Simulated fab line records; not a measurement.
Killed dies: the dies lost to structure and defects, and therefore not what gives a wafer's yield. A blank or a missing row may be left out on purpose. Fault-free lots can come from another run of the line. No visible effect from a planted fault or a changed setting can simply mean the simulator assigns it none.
fab line records :: flow n5Finfet :: part 2 of 2: steps 30 to 42 of 42
[record]
  lots = 5
  wafers = 15
  lastDay = 21
route steps=1938 shown ZERO_LAYER@2 WELL_APT@20
lots that met no fault: from a run of the same line without faults
startH: hours from the record's first day to the start of the lot's first wafer shown :: waitH: hours elapsed since this lot's preceding step :: " repeats the value in the row above :: L1.1+2: several wafers, shown together as one row :: - no value, or no start was given :: * or withheld: withheld :: < > ~ a bound
route shown NAME@n: names a module that has steps shown in the file, with the first one's number in the route :: usual: mean and standard deviation over wafers with no fault :: same: alike in all rows :: chamber/n: place in a boat :: sites: the reading at each site :: _std_site: standard deviation of those values :: _edge_site: outer sites' mean less inner sites' :: radiusMm: for every site, how far away it sits from the centre of the wafer :: mask NAME#n: copy n :: behind: the last tool/chamber to shape the wafer :: hold: cause of the lot's hold/its duration in hours/its outcome :: device: whichever transistor did not switch (one of n, p or np) :: end of line: tests run on the same wafers once the route is complete :: where a step has no rows: the recipe by itself :: killed: not the wafer's yield, but the dies lost to structure and defects at the first sort :: map: a wafer's dies, marking killed ones x, the rest . and places with no die _
set.NAME: the setting the step ran with; set.NAME@STEP: the setting that earlier step ran with :: model.NAME: the simulator's own value behind a step, which no gauge read
lots at selected steps of the route; one table per step, one row per wafer
services: a tool's chamber out of use, with start hour (startH, from the record's first day; less than 0 if before it), hours out, and reason
[[steps]]
[step N5_WELL_APT_DESCUM_13]
[recipe]
  chemistry = O2
  timeS = 7.9
  sourcePowerW = 50
  biasPowerW = 20
  pressureMtorr = 20
  rfFrequencyHz = 2.712e+07
  tempC = 40
  o2FlowSccm = 225
[usual]
  drypumpMotorCurrentA = 5.65/0.23
  oesProductAu = 0.76/0.067
  rfVppV = 243.2/1.2
  showerheadPlenumPTorr = 2.11/0.064
  throttleValvePct = 20.53/0.25
[same]
  timeS = 7.9
lot.wafer: L076.1
tool: rieDiel-04
chamber: 3
startH: 25.86
waitH: 0.1
drypumpMotorCurrentA: 5.23
oesProductAu: 0.77
rfHoursCounterH: 125
rfVppV: 242.9
showerheadPlenumPTorr: 2.20
throttleValvePct: 20.79

lot.wafer: L076.3
tool: rieDiel-04
chamber: 2
startH: 25.86
waitH: 0.1
drypumpMotorCurrentA: 5.40
oesProductAu: 0.71
rfHoursCounterH: 194
rfVppV: 244.4
showerheadPlenumPTorr: 2.17
throttleValvePct: 20.42

lot.wafer: L076.5
tool: rieDiel-04
chamber: 2
startH: 25.86
waitH: 0.1
drypumpMotorCurrentA: 5.41
oesProductAu: 0.71
rfHoursCounterH: -
rfVppV: 243.7
showerheadPlenumPTorr: 2.17
throttleValvePct: 20.42

lot.wafer: L087.3
tool: rieDiel-01
chamber: 0
startH: 91.68
waitH: 0.1
drypumpMotorCurrentA: 5.70
oesProductAu: 0.87
rfHoursCounterH: 61
rfVppV: 242.6
showerheadPlenumPTorr: 2.02
throttleValvePct: 20.21

lot.wafer: L087.4
tool: rieDiel-01
chamber: 2
startH: 91.68
waitH: 0.1
drypumpMotorCurrentA: 5.63
oesProductAu: 0.77
rfHoursCounterH: 132
rfVppV: 241.1
showerheadPlenumPTorr: 2.09
throttleValvePct: 20.74

lot.wafer: L087.5
tool: rieDiel-01
chamber: 0
startH: 91.68
waitH: 0.1
drypumpMotorCurrentA: 5.73
oesProductAu: 0.87
rfHoursCounterH: -
rfVppV: 241.9
showerheadPlenumPTorr: 2.02
throttleValvePct: 20.23

lot.wafer: L090.1
tool: rieDiel-03
chamber: 2
startH: 109.91
waitH: 0.0
drypumpMotorCurrentA: 5.97
oesProductAu: 0.77
rfHoursCounterH: 149
rfVppV: 243.5
showerheadPlenumPTorr: 2.17
throttleValvePct: 20.39

lot.wafer: L090.2
tool: rieDiel-03
chamber: 1
startH: 109.91
waitH: 0.0
drypumpMotorCurrentA: 5.77
oesProductAu: 0.81
rfHoursCounterH: 87
rfVppV: 243.3
showerheadPlenumPTorr: 2.03
throttleValvePct: 20.66

lot.wafer: L090.5
tool: rieDiel-03
chamber: 2
startH: 109.91
waitH: 0.0
drypumpMotorCurrentA: 6.01
oesProductAu: 0.76
rfHoursCounterH: -
rfVppV: 243.0
showerheadPlenumPTorr: 2.17
throttleValvePct: 20.37

lot.wafer: L091.1
tool: rieDiel-04
chamber: 0
startH: 116.84
waitH: 1.0
drypumpMotorCurrentA: 5.87
oesProductAu: 0.69
rfHoursCounterH: 247
rfVppV: 242.9
showerheadPlenumPTorr: 2.08
throttleValvePct: 20.95

lot.wafer: L091.2
tool: rieDiel-04
chamber: 2
startH: 116.84
waitH: 1.0
drypumpMotorCurrentA: 5.42
oesProductAu: 0.69
rfHoursCounterH: 213
rfVppV: 245.3
showerheadPlenumPTorr: 2.17
throttleValvePct: 20.44

lot.wafer: L091.6
tool: rieDiel-04
chamber: 2
startH: 116.84
waitH: 1.0
drypumpMotorCurrentA: 5.39
oesProductAu: 0.69
rfHoursCounterH: -
rfVppV: 245.4
showerheadPlenumPTorr: 2.17
throttleValvePct: 20.46

lot.wafer: L093.1
tool: rieDiel-03
chamber: 1
startH: 128.38
waitH: 0.0
drypumpMotorCurrentA: 5.76
oesProductAu: 0.80
rfHoursCounterH: 92
rfVppV: 242.5
showerheadPlenumPTorr: 2.03
throttleValvePct: 20.68

lot.wafer: L093.4
tool: rieDiel-03
chamber: 3
startH: 128.38
waitH: 0.0
drypumpMotorCurrentA: 5.65
oesProductAu: 0.80
rfHoursCounterH: -
rfVppV: 241.7
showerheadPlenumPTorr: 1.98
throttleValvePct: 20.06

lot.wafer: L093.5
tool: rieDiel-03
chamber: 1
startH: 128.38
waitH: 0.0
drypumpMotorCurrentA: 5.78
oesProductAu: 0.79
rfHoursCounterH: -
rfVppV: 241.4
showerheadPlenumPTorr: 2.03
throttleValvePct: 20.68
[step N5_WELL_APT_IMPLANT_14]
[recipe]
  species = P
  energyKev = 160
  doseCm2 = 1.5e+13
  tiltDeg = 0
  rotationDeg = 0
lot.wafer: L076.1+3+5
tool: implanter-01
chamber: 0
startH: 25.96
waitH: 0.1

lot.wafer: L087.3+4+5
tool: implanter-01
chamber: 0
startH: 91.84
waitH: 0.1

lot.wafer: L090.1+2+5
tool: implanter-02
chamber: 0
startH: 110.01
waitH: 0.1

lot.wafer: L091.1+2+6
tool: implanter-01
chamber: 0
startH: 116.94
waitH: 0.1

lot.wafer: L093.1+4+5
tool: implanter-02
chamber: 0
startH: 128.48
waitH: 0.1
[step N5_WELL_APT_IMPLANT_15]
[recipe]
  species = As
  energyKev = 25
  doseCm2 = 1.5e+13
  tiltDeg = 0
  rotationDeg = 0
lot.wafer: L076.1+3+5
tool: implanter-01
chamber: 0
startH: 26.14
waitH: 0.1

lot.wafer: L087.3+4+5
tool: implanter-01
chamber: 0
startH: 92.02
waitH: 0.1

lot.wafer: L090.1+2+5
tool: implanter-02
chamber: 0
startH: 110.19
waitH: 0.1

lot.wafer: L091.1+2+6
tool: implanter-01
chamber: 0
startH: 117.12
waitH: 0.1

lot.wafer: L093.1+4+5
tool: implanter-02
chamber: 0
startH: 128.66
waitH: 0.1
[step N5_WELL_APT_STRIP_16]
[recipe]
  chemistry = SPM
  timeS = 900
  tempC = 130
  h2so4H2o2VolRatio = 4
  dry = ipaMarangoni
[same]
  timeS = 900
lot.wafer: L076.1+3+5
tool: wetBench-02
chamber: 5,7,6
startH: 26.35
waitH: 0.2

lot.wafer: L087.3+4+5
tool: wetBench-02
chamber: 2,1,0
startH: 92.17
waitH: 0.1

lot.wafer: L090.1+2+5
tool: wetBench-02
chamber: 4,6,7
startH: 110.41
waitH: 0.2

lot.wafer: L091.1+2+6
tool: wetBench-02
chamber: 5,7,1
startH: 117.32
waitH: 0.2

lot.wafer: L093.1+4+5
tool: wetBench-02
chamber: 3,0,1
startH: 128.86
waitH: 0.2
[step N5_WELL_APT_HMDS_18]
[recipe]
  timeS = 60
  tempC = 120
[same]
  timeS = 60
lot.wafer: L076.1+3+5
tool: lithoTrack-01
chamber: 0
startH: 26.62
waitH: 0.0

lot.wafer: L087.3+4+5
tool: lithoTrack-01
chamber: 0
startH: 92.44
waitH: 0.0

lot.wafer: L090.1+2+5
tool: lithoTrack-04
chamber: 0
startH: 110.69
waitH: 0.0

lot.wafer: L091.1+2+6
tool: lithoTrack-01
chamber: 0
startH: 117.60
waitH: 0.0

lot.wafer: L093.1+4+5
tool: lithoTrack-04
chamber: 0
startH: 129.15
waitH: 0.0
[step N5_WELL_APT_COAT_19]
[recipe]
  spinRpm = 1357
  resistThkNm = 950
lot.wafer: L076.1+3+5
tool: lithoTrack-01
chamber: 0
startH: -
waitH: -

lot.wafer: L087.3+4+5
tool: lithoTrack-01
chamber: 0
startH: -
waitH: -

lot.wafer: L090.1+2+5
tool: lithoTrack-04
chamber: 0
startH: -
waitH: -

lot.wafer: L091.1+2+6
tool: lithoTrack-01
chamber: 0
startH: -
waitH: -

lot.wafer: L093.1+4+5
tool: lithoTrack-04
chamber: 0
startH: -
waitH: -
[step N5_WELL_APT_EBR_21]
[recipe]
  solvent = PGMEA
  ebrWidthMm = 1.5
lot.wafer: L076.1+3+5
tool: lithoTrack-01
chamber: 0
startH: -
waitH: -

lot.wafer: L087.3+4+5
tool: lithoTrack-01
chamber: 0
startH: -
waitH: -

lot.wafer: L090.1+2+5
tool: lithoTrack-04
chamber: 0
startH: -
waitH: -

lot.wafer: L091.1+2+6
tool: lithoTrack-01
chamber: 0
startH: -
waitH: -

lot.wafer: L093.1+4+5
tool: lithoTrack-04
chamber: 0
startH: -
waitH: -
[step N5_WELL_APT_SOFTBAKE_20]
[recipe]
  tempC = 130
  timeS = 60
[same]
  timeS = 60
lot.wafer: L076.1+3+5
tool: lithoTrack-01
chamber: 0
startH: -
waitH: -

lot.wafer: L087.3+4+5
tool: lithoTrack-01
chamber: 0
startH: -
waitH: -

lot.wafer: L090.1+2+5
tool: lithoTrack-04
chamber: 0
startH: -
waitH: -

lot.wafer: L091.1+2+6
tool: lithoTrack-01
chamber: 0
startH: -
waitH: -

lot.wafer: L093.1+4+5
tool: lithoTrack-04
chamber: 0
startH: -
waitH: -
[step N5_WELL_APT_EXPOSE_22]
[recipe]
  maskId = PWELL
  na = 0.8
  sourceShape = conventional
  sigmaOuter = 0.8
  polarization = unpolarized
  defocusNm = 0
  targetCdNm = 200
  doseMj = 23.2
[usual]
  focusOffsetNm = -0.1/0.57
lot.wafer: L076.1
tool: krfScanner-02
chamber: 0
startH: 26.85
waitH: -
mask: PWELL#0
focusOffsetNm: 0.3

lot.wafer: L076.3
tool: krfScanner-02
chamber: 0
startH: 26.85
waitH: -
mask: PWELL#0
focusOffsetNm: -0.8

lot.wafer: L076.5
tool: krfScanner-02
chamber: 0
startH: 26.85
waitH: -
mask: PWELL#0
focusOffsetNm: 0.0

lot.wafer: L087.3
tool: krfScanner-02
chamber: 0
startH: 92.55
waitH: -
mask: PWELL#0
focusOffsetNm: -0.2

lot.wafer: L087.4
tool: krfScanner-02
chamber: 0
startH: 92.55
waitH: -
mask: PWELL#0
focusOffsetNm: 0.0

lot.wafer: L087.5
tool: krfScanner-02
chamber: 0
startH: 92.55
waitH: -
mask: PWELL#0
focusOffsetNm: -1.9

lot.wafer: L090.1
tool: krfScanner-01
chamber: 0
startH: 110.91
waitH: -
mask: PWELL#0
focusOffsetNm: -0.6

lot.wafer: L090.2
tool: krfScanner-01
chamber: 0
startH: 110.91
waitH: -
mask: PWELL#0
focusOffsetNm: -0.3

lot.wafer: L090.5
tool: krfScanner-01
chamber: 0
startH: 110.91
waitH: -
mask: PWELL#0
focusOffsetNm: 0.4

lot.wafer: L091.1
tool: krfScanner-02
chamber: 0
startH: 117.82
waitH: -
mask: PWELL#0
focusOffsetNm: 0.8

lot.wafer: L091.2
tool: krfScanner-02
chamber: 0
startH: 117.82
waitH: -
mask: PWELL#0
focusOffsetNm: 0.5

lot.wafer: L091.6
tool: krfScanner-02
chamber: 0
startH: 117.82
waitH: -
mask: PWELL#0
focusOffsetNm: 0.2

lot.wafer: L093.1
tool: krfScanner-02
chamber: 0
startH: 129.37
waitH: -
mask: PWELL#0
focusOffsetNm: -0.6

lot.wafer: L093.4
tool: krfScanner-02
chamber: 0
startH: 129.37
waitH: -
mask: PWELL#0
focusOffsetNm: -0.6

lot.wafer: L093.5
tool: krfScanner-02
chamber: 0
startH: 129.37
waitH: -
mask: PWELL#0
focusOffsetNm: -0.1
[step N5_WELL_APT_PEB_23]
[recipe]
  pebTempC = 130
  pebTimeS = 90
lot.wafer: L076.1+3+5
tool: lithoTrack-01
chamber: 0
startH: 26.90
waitH: 0.1

lot.wafer: L087.3+4+5
tool: lithoTrack-01
chamber: 0
startH: 92.60
waitH: 0.0

lot.wafer: L090.1+2+5
tool: lithoTrack-03
chamber: 0
startH: 110.97
waitH: 0.1

lot.wafer: L091.1+2+6
tool: lithoTrack-01
chamber: 0
startH: 117.88
waitH: 0.1

lot.wafer: L093.1+4+5
tool: lithoTrack-04
chamber: 0
startH: 129.43
waitH: 0.1
[step N5_WELL_APT_DEVELOP_24]
[recipe]
  developTimeS = 45
  rinseLiquid = surfactantRinse
  dry = airSpin
  devTempC = 21
[usual]
  developerTempC = 21.00/0.12
lot.wafer: L076.1
tool: lithoTrack-01
chamber: 0
startH: -
waitH: -
developerTempC: 20.87

lot.wafer: L076.3
tool: lithoTrack-01
chamber: 0
startH: -
waitH: -
developerTempC: 20.98

lot.wafer: L076.5
tool: lithoTrack-01
chamber: 0
startH: -
waitH: -
developerTempC: 21.18

lot.wafer: L087.3
tool: lithoTrack-01
chamber: 0
startH: -
waitH: -
developerTempC: 20.74

lot.wafer: L087.4
tool: lithoTrack-01
chamber: 0
startH: -
waitH: -
developerTempC: 20.79

lot.wafer: L087.5
tool: lithoTrack-01
chamber: 0
startH: -
waitH: -
developerTempC: 21.01

lot.wafer: L090.1
tool: lithoTrack-03
chamber: 0
startH: -
waitH: -
developerTempC: 20.94

lot.wafer: L090.2
tool: lithoTrack-03
chamber: 0
startH: -
waitH: -
developerTempC: 20.88

lot.wafer: L090.5
tool: lithoTrack-03
chamber: 0
startH: -
waitH: -
developerTempC: 20.83

lot.wafer: L091.1
tool: lithoTrack-01
chamber: 0
startH: -
waitH: -
developerTempC: 20.89

lot.wafer: L091.2
tool: lithoTrack-01
chamber: 0
startH: -
waitH: -
developerTempC: 21.02

lot.wafer: L091.6
tool: lithoTrack-01
chamber: 0
startH: -
waitH: -
developerTempC: 21.12

lot.wafer: L093.1
tool: lithoTrack-04
chamber: 0
startH: -
waitH: -
developerTempC: 21.24

lot.wafer: L093.4
tool: lithoTrack-04
chamber: 0
startH: -
waitH: -
developerTempC: 21.12

lot.wafer: L093.5
tool: lithoTrack-04
chamber: 0
startH: -
waitH: -
developerTempC: 21.04
[step N5_WELL_APT_HARDBAKE_29]
[recipe]
  tempC = 130
  timeS = 120
[same]
  timeS = 120
lot.wafer: L076.1+3+5
tool: lithoTrack-01
chamber: 0
startH: -
waitH: -

lot.wafer: L087.3+4+5
tool: lithoTrack-01
chamber: 0
startH: -
waitH: -

lot.wafer: L090.1+2+5
tool: lithoTrack-03
chamber: 0
startH: -
waitH: -

lot.wafer: L091.1+2+6
tool: lithoTrack-01
chamber: 0
startH: -
waitH: -

lot.wafer: L093.1+4+5
tool: lithoTrack-04
chamber: 0
startH: -
waitH: -
[step N5_WELL_APT_CD_MEAS_25]
[recipe]
  targetCdNm = 200
  landingEnergyEv = 500
  detector = seInlens
[usual]
  cdNm = 201.4/2.9
lot.wafer: L076.1
tool: cdSem-02
chamber: 0
startH: 27.02
waitH: -
cdNm: 205.8

lot.wafer: L076.3
tool: cdSem-02
chamber: 0
startH: 27.02
waitH: -
cdNm: 200.6

lot.wafer: L076.5
tool: cdSem-02
chamber: 0
startH: 27.02
waitH: -
cdNm: 201.7

lot.wafer: L087.3
tool: cdSem-02
chamber: 0
startH: 92.72
waitH: -
cdNm: 201.9

lot.wafer: L087.4
tool: cdSem-02
chamber: 0
startH: 92.72
waitH: -
cdNm: 198.7

lot.wafer: L087.5
tool: cdSem-02
chamber: 0
startH: 92.72
waitH: -
cdNm: 201.4

lot.wafer: L090.1
tool: cdSem-02
chamber: 0
startH: 111.08
waitH: -
cdNm: 198.7

lot.wafer: L090.2
tool: cdSem-02
chamber: 0
startH: 111.08
waitH: -
cdNm: 204.6

lot.wafer: L090.5
tool: cdSem-02
chamber: 0
startH: 111.08
waitH: -
cdNm: 201.3

lot.wafer: L091.1
tool: cdSem-01
chamber: 0
startH: 118.00
waitH: -
cdNm: 195.9

lot.wafer: L091.2
tool: cdSem-01
chamber: 0
startH: 118.00
waitH: -
cdNm: 199.5

lot.wafer: L091.6
tool: cdSem-01
chamber: 0
startH: 118.00
waitH: -
cdNm: 200.2

lot.wafer: L093.1
tool: cdSem-03
chamber: 0
startH: 129.54
waitH: -
cdNm: 201.4

lot.wafer: L093.4
tool: cdSem-03
chamber: 0
startH: 129.54
waitH: -
cdNm: 203.5

lot.wafer: L093.5
tool: cdSem-03
chamber: 0
startH: 129.54
waitH: -
cdNm: 199.3
[[services]]
tool: plasmaAsher-01
chamber: -
startH: 4.84
hours: 0.5
kind: repair

tool: implanter-02
chamber: -
startH: 5.68
hours: 7.5
kind: pm

tool: krfScanner-02
chamber: -
startH: 13.38
hours: 0.4
kind: repair

tool: pecvd-02
chamber: 1
startH: 17.44
hours: 4.9
kind: repair

tool: rieDiel-04
chamber: 2
startH: 17.77
hours: 6.1
kind: repair

tool: plasmaAsher-02
chamber: -
startH: 21.47
hours: 1.7
kind: repair

tool: krfScanner-02
chamber: -
startH: 21.83
hours: 0.8
kind: repair

tool: krfScanner-01
chamber: -
startH: 32.54
hours: 1.3
kind: pm

tool: rieDiel-05
chamber: 3
startH: 36.76
hours: 2.9
kind: repair

tool: krfScanner-01
chamber: -
startH: 44.33
hours: 2.6
kind: repair

tool: pecvd-02
chamber: 2
startH: 44.45
hours: 6.1
kind: repair

tool: rieDiel-04
chamber: -
startH: 50.82
hours: 2.8
kind: pm

tool: implanter-01
chamber: -
startH: 51.19
hours: 0.6
kind: repair

tool: implanter-01
chamber: -
startH: 51.97
hours: 1.6
kind: repair

tool: implanter-01
chamber: -
startH: 53.57
hours: 4.5
kind: pm

tool: implanter-01
chamber: -
startH: 59.62
hours: 9.3
kind: repair

tool: krfScanner-02
chamber: -
startH: 64.90
hours: 1.3
kind: pm

tool: krfScanner-02
chamber: -
startH: 77.76
hours: 7.2
kind: pm

tool: krfScanner-02
chamber: -
startH: 84.96
hours: 1.0
kind: pm

tool: krfScanner-02
chamber: -
startH: 91.25
hours: 0.6
kind: repair

tool: pecvd-02
chamber: -
startH: 98.74
hours: 1.0
kind: repair

tool: krfScanner-02
chamber: -
startH: 100.55
hours: 0.8
kind: pm

tool: pecvd-02
chamber: -
startH: 106.63
hours: 5.5
kind: pm

tool: implanter-01
chamber: -
startH: 126.33
hours: 2.5
kind: pm
